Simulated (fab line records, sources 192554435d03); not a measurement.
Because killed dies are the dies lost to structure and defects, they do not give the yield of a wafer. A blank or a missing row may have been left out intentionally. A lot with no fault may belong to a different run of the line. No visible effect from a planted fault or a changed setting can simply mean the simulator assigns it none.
Which of the tools did it?	flow n5 finfet	23 lots, 69 wafers sampled, at 4 steps of a route of 1938

== WHAT THE GAUGES SHOWED, per wafer ==
N5_BEOL_M13_OVL_MEAS_11. Usual: V12_OVL 0 nm, standard deviation 4.2.
lot	measured	on	V12_OVL (nm)	flag
L074	day 10 10:20	overlay-01	5 -2 4	
L076	day 10 17:14	overlay-02	-2 5 0	
L075	day 11 00:44	overlay-02	-7 -1 -2	
L077	day 11 09:28	overlay-02	4 -1 1	
L078	day 12 00:42	overlay-01	1 -5 0	
L079	day 12 00:52	overlay-01	5 7 0	
L081	day 12 05:17	overlay-01	-3 -5 -2	
L080	day 12 18:19	overlay-01	-4 -6 -6	
L082	day 12 18:28	overlay-02	2 4 2	
L083	day 13 02:05	overlay-02	6 6 -1	
L084	day 13 08:36	overlay-02	-1 1 -2	
L086	day 13 15:00	overlay-02	2 4 2	
L088	day 14 00:08	overlay-01	1 4 7	
L087	day 14 02:20	overlay-01	0 -2 -8	
L085	day 14 04:19	overlay-01	3 1 -1	
L089	day 14 13:25	overlay-01	-1 1 -6	
L091	day 15 04:28	overlay-02	-8 -2 -3	
L090	day 15 14:36	overlay-01	0 8 1	
L092	day 15 21:02	overlay-02	-2 -2 1	
L094	day 16 11:26	overlay-01	1 -1 2	
L095	day 16 16:25	overlay-02	-7 -5 -2	
L096	day 16 16:28	overlay-01	-4 -2 -9	
L097	day 16 22:30	overlay-02	8 11 8	

== WHICH TOOL RAN EACH LOT (tool, then ch and the chambers of the sampled wafers, then the start) ==
lot	N5_BEOL_M12_DESCUM_15	N5_BEOL_M12_ETCH_68	N5_BEOL_M12_TRENCH_ETCH_34
L074	rie diel-04 ch 0,2,3, day 10 02:14	rie diel-04 ch 0,2,3, day 10 03:19	rie diel-04 ch 0,2,3, day 10 03:30
L076	rie diel-05 ch 2,3, day 10 12:56	rie diel-04 ch 0,2, day 10 14:09	rie diel-04 ch 0,2, day 10 14:20
L075	rie diel-02 ch 1,2, day 10 19:08	rie diel-05 ch 0,2,3, day 10 21:11	rie diel-05 ch 0,2,3, day 10 21:23
L077	rie diel-02 ch 0,2,3, day 11 01:45	rie diel-02 ch 1,2,3, day 11 02:58	rie diel-02 ch 1,2,3, day 11 03:09
L078	rie diel-05 ch 0,1,3, day 11 15:37	rie diel-05 ch 0,1,2, day 11 16:43	rie diel-05 ch 0,1,2, day 11 16:54
L079	rie diel-02 ch 1,3, day 11 20:08	rie diel-02 ch 1,2, day 11 21:39	rie diel-02 ch 1,2, day 11 21:50
L081	rie diel-04 ch 0,2, day 12 00:28	rie diel-04 ch 0,3, day 12 01:34	rie diel-04 ch 0,3, day 12 01:44
L080	rie diel-05 ch 0,1,2, day 12 11:02	rie diel-05 ch 0,1,2, day 12 12:23	rie diel-05 ch 0,1,2, day 12 12:34
L082	rie diel-05 ch 0,3, day 12 11:46	rie diel-02 ch 0,1,3, day 12 13:08	rie diel-02 ch 0,1,3, day 12 13:19
L083	rie diel-02 ch 2,3, day 12 20:50	rie diel-05 ch 1,3, day 12 22:01	rie diel-05 ch 1,3, day 12 22:12
L084	rie diel-05 ch 1,2,3, day 13 02:23	rie diel-04 ch 0,3, day 13 04:13	rie diel-04 ch 0,3, day 13 04:23
L086	rie diel-04 ch 1,2, day 13 08:23	rie diel-02 ch 0,1, day 13 10:15	rie diel-02 ch 0,1, day 13 10:26
L088	rie diel-02 ch 0,1,2, day 13 18:06	rie diel-02 ch 0,1,2, day 13 19:11	rie diel-02 ch 0,1,2, day 13 19:22
L087	rie diel-05 ch 0,2,3, day 13 18:23	rie diel-05 ch 0,1,2, day 13 19:36	rie diel-05 ch 0,1,2, day 13 19:47
L085	rie diel-05 ch 0,3, day 13 18:39	rie diel-02 ch 0,1,2, day 13 20:00	rie diel-02 ch 0,1,2, day 13 20:09
L089	rie diel-02 ch 1,2,3, day 14 04:38	rie diel-05 ch 0,1,3, day 14 05:43	rie diel-05 ch 0,1,3, day 14 05:54
L091	rie diel-04 ch 1,2, day 14 21:23	rie diel-02 ch 0,1,3, day 14 22:29	rie diel-02 ch 0,1,3, day 14 22:40
L090	rie diel-05 ch 2,3, day 15 08:04	rie diel-02 ch 0,1, day 15 09:17	rie diel-02 ch 0,1, day 15 09:28
L092	rie diel-04 ch 1,2,3, day 15 14:51	rie diel-02 ch 0,1,2, day 15 16:04	rie diel-02 ch 0,1,2, day 15 16:15
L094	rie diel-04 ch 0,1,3, day 16 06:16	rie diel-04 ch 0,1,2, day 16 07:29	rie diel-04 ch 0,1,2, day 16 07:40
L095	rie diel-02 ch 0,1,3, day 16 10:37	rie diel-04 ch 0,3, day 16 11:42	rie diel-04 ch 0,3, day 16 11:53
L096	rie diel-04 ch 0,1,3, day 16 10:56	rie diel-02 ch 1,2,3, day 16 12:10	rie diel-02 ch 1,2,3, day 16 12:20
L097	rie diel-05 ch 0,2,3, day 16 17:35	rie diel-04 ch 0,1,2, day 16 18:46	rie diel-04 ch 0,1,2, day 16 18:58
- N5_BEOL_M12_DESCUM_15: chemistry O2, time 7.9 s.
- N5_BEOL_M12_ETCH_68: etches SOC in N2/H2, time 285 s.
- N5_BEOL_M12_TRENCH_ETCH_34: etches SiOC in C4F8/O2/Ar, target depth 318.95 nm, time 125.5 s.

== WHAT THE TOOLS THEMSELVES READ (means of the sampled wafers that have a number; where no wafer has one, the mark that the record gives instead) ==
N5_BEOL_M12_DESCUM_15. Usual: drypump motor current A 5.7 A, standard deviation 0.39; oes product au 0.83 a.u., standard deviation 0.088; rf vpp V 243.1 V, standard deviation 1.6; showerhead plenum p Torr 2.08 Torr, standard deviation 0.095; throttle valve pct 20.25 %, standard deviation 0.21.
lot	tool	drypump motor current A (A)	oes product au (a.u.)	rf vpp V (V)	showerhead plenum p Torr (Torr)	throttle valve pct (%)	flag
L074	rie diel-04	5.6	0.81	243.8	2.10	20.34	
L076	rie diel-05	5.5	0.84	242.1	1.97	20.30	
L075	rie diel-02	5.8	0.92	243.7	2.13	20.26	
L077	rie diel-02	6.1	0.77	242.9	2.03	20.28	
L078	rie diel-05	5.6	0.84	242.8	2.10	20.23	
L079	rie diel-02	6.2	0.80	244.1	2.14	20.32	
L081	rie diel-04	5.5	0.86	244.9	2.15	20.40	
L080	rie diel-05	5.6	0.78	242.4	2.06	20.23	
L082	rie diel-05	5.3	0.88	243.2	2.09	20.03	
L083	rie diel-02	5.9	0.82	241.7	2.05	20.20	
L084	rie diel-05	5.7	0.77	243.0	2.02	20.38	
L086	rie diel-04	5.4	0.75	243.0	2.12	20.29	
L088	rie diel-02	5.9	0.89	243.5	2.15	20.21	
L087	rie diel-05	5.3	0.82	241.6	2.01	20.19	
L085	rie diel-05	5.2	0.87	243.0	2.09	20.03	
L089	rie diel-02	6.0	0.90	242.9	2.08	20.17	
L091	rie diel-04	5.4	0.92	244.3	2.11	20.09	
L090	rie diel-05	5.4	0.76	240.8	1.93	20.33	
L092	rie diel-04	5.6	0.87	242.4	2.07	20.11	
L094	rie diel-04	5.7	0.84	243.3	2.12	20.23	
L095	rie diel-02	6.2	0.87	243.6	2.15	20.17	
L096	rie diel-04	5.7	0.84	243.1	2.12	20.23	
L097	rie diel-05	5.4	0.79	241.9	2.00	20.21	

N5_BEOL_M12_ETCH_68. Usual: drypump motor current A 5.7 A, standard deviation 0.37; oes product au 0.83 a.u., standard deviation 0.086; rf vpp V 524 V, standard deviation 3.1; showerhead plenum p Torr 2.54 Torr, standard deviation 0.11; throttle valve pct 17.69 %, standard deviation 0.26.
lot	tool	drypump motor current A (A)	oes product au (a.u.)	rf vpp V (V)	showerhead plenum p Torr (Torr)	throttle valve pct (%)	flag
L074	rie diel-04	5.7	0.82	525	2.57	17.81	
L076	rie diel-04	5.5	0.78	525	2.65	18.02	
L075	rie diel-05	5.4	0.83	521	2.47	17.67	
L077	rie diel-02	6.0	0.83	524	2.55	17.69	
L078	rie diel-05	5.6	0.78	523	2.52	17.64	
L079	rie diel-02	5.7	0.91	524	2.54	17.65	
L081	rie diel-04	5.8	0.84	526	2.62	17.69	
L080	rie diel-05	5.6	0.77	523	2.51	17.65	
L082	rie diel-02	6.2	0.73	522	2.51	17.74	
L083	rie diel-05	5.7	0.83	524	2.53	17.97	
L084	rie diel-04	5.9	0.84	524	2.54	17.50	
L086	rie diel-02	6.0	0.89	525	2.64	17.55	
L088	rie diel-02	5.9	0.89	526	2.61	17.57	
L087	rie diel-05	5.6	0.77	523	2.51	17.64	
L085	rie diel-02	5.9	0.88	525	2.61	17.57	
L089	rie diel-05	5.6	0.82	525	2.57	17.76	
L091	rie diel-02	6.2	0.89	525	2.61	17.49	
L090	rie diel-02	6.0	0.85	526	2.63	17.57	
L092	rie diel-02	5.9	0.86	525	2.60	17.60	
L094	rie diel-04	5.5	0.85	525	2.59	17.75	
L095	rie diel-04	5.9	0.82	523	2.53	17.54	
L096	rie diel-02	6.0	0.86	523	2.53	17.63	
L097	rie diel-04	5.5	0.84	525	2.59	17.77	

N5_BEOL_M12_TRENCH_ETCH_34. Usual: drypump motor current A is 5.7 A with standard deviation 0.37, he outer torr is 30.00 Torr with standard deviation 0.068, mfc ar sccm is 400.1 sccm with standard deviation 1.2, oes product au is 0.83 a.u. with standard deviation 0.086, rf vpp V is 665 V with standard deviation 3.8, showerhead plenum p Torr is 3.41 Torr with standard deviation 0.13, and throttle valve pct is 24.05 % with standard deviation 0.23.
lot	tool	drypump motor current A (A)	he outer torr (Torr)	mfc ar sccm (sccm)	oes product au (a.u.)	rf vpp V (V)	showerhead plenum p Torr (Torr)	throttle valve pct (%)	flag
L074	rie diel-04	5.7	29.97	399.1	0.81	666	3.44	24.15	
L076	rie diel-04	5.5	29.98	400.8	0.78	668	3.51	24.26	
L075	rie diel-05	5.4	30.05	400.4	0.83	662	3.33	24.13	
L077	rie diel-02	6.0	30.01	400.5	0.83	665	3.40	23.96	
L078	rie diel-05	5.6	29.99	401.1	0.78	664	3.38	24.02	
L079	rie diel-02	5.7	29.99	399.0	0.91	664	3.38	23.91	
L081	rie diel-04	5.8	29.99	400.3	0.84	668	3.50	24.08	
L080	rie diel-05	5.6	29.99	400.1	0.77	664	3.38	24.04	
L082	rie diel-02	6.2	29.98	400.2	0.72	663	3.37	24.02	
L083	rie diel-05	5.7	29.94	400.2	0.82	665	3.42	24.47	
L084	rie diel-04	5.9	30.00	399.0	0.85	666	3.42	23.99	
L086	rie diel-02	6.0	29.95	398.7	0.88	668	3.51	23.81	
L088	rie diel-02	5.9	30.00	401.2	0.89	667	3.48	23.90	
L087	rie diel-05	5.6	30.02	399.6	0.76	664	3.37	24.04	
L085	rie diel-02	5.9	29.95	399.5	0.88	668	3.48	23.89	
L089	rie diel-05	5.6	30.09	399.7	0.81	667	3.46	24.24	
L091	rie diel-02	6.2	29.92	400.0	0.90	667	3.49	23.86	
L090	rie diel-02	6.0	30.03	399.3	0.85	669	3.50	23.82	
L092	rie diel-02	5.9	29.96	400.4	0.86	668	3.47	23.91	
L094	rie diel-04	5.5	30.02	399.9	0.84	667	3.46	24.05	
L095	rie diel-04	5.9	30.00	400.1	0.82	664	3.40	24.03	
L096	rie diel-02	6.0	30.10	399.9	0.85	665	3.38	23.91	
L097	rie diel-04	5.4	29.96	400.7	0.84	666	3.46	24.06	

== THE ANSWER, worked out from the rows above alone ==
Rule: a lot counts as off when the mean over its wafers that have a number is more than 3 standard deviations away from the usual mean. A lot without any number at a reading at which 4 lots or more have one is off too. All remaining lots with rows at the step are treated as sound. The gauges are gone through in route order, then the tools' own readings, and for those a lot's mean is taken as printed above. The first step at which some lot is off is used, and at that step the reading that is off furthest; a lot without a number counts as furthest.
Nothing can be told from this: no lot is off at any reading shown.

== WHAT HAD BEEN PUT IN BY THE SIMULATOR ==
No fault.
